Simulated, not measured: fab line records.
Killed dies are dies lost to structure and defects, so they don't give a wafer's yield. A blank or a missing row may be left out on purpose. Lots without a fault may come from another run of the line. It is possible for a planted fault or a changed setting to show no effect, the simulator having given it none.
Chamber matching | flow n5 finfet | N5_STI_FIN_REVEAL_CMP_04 on cmp-04 has 4 sister chambers
The step polishes, stops on Si3N4, t overpolish 4 s, target thk 131.83 nm. 4 wafers are shown with their chamber, then 7 later ones without.

EACH WAFER AND ITS CHAMBER
wafer  | chamber | motor current A (A)
L086.3 | 2       | 8.3
L087.6 | 0       | 9.7
L093.1 | 3       | 7.2
L093.3 | 1       | 7.3

WAFERS WHOSE CHAMBER IS MISSING
wafer  | motor current A (A)
L093.4 | 8.4
L094.1 | 10.2
L094.5 | 9.7
L094.6 | 7.1
L097.1 | 8.1
L097.3 | 7.3
L097.5 | 6.7

WHICH CHAMBER EACH WENT THROUGH
wafer  | from the rows above     | in truth
L093.4 | 2                       | 2
L094.1 | 0                       | 0
L094.5 | 0                       | 0
L094.6 | can't be placed: 3 or 1 | 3
L097.1 | 2                       | 2
L097.3 | can't be placed: 1 or 3 | 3
L097.5 | can't be placed: 3 or 1 | 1
Correct placement for 4 of the 7. Cannot be placed on the basis of these rows: 3; the candidates contain the true chamber in 3. Number placed wrongly: 0.
How it was worked out, from the rows above alone: a wafer's distance from a chamber is the root of the sum, over the readings, of the square of ((its reading less the chamber's mean) divided by the reading's scatter). The wafer belongs to the nearest chamber; if the next one is less than 2 further off, it can't be placed. Each chamber's mean is taken over the wafers shown for it. The scatter: root of mean squared gap, hidden wafer to nearest shown wafer, with one shown wafer a chamber.
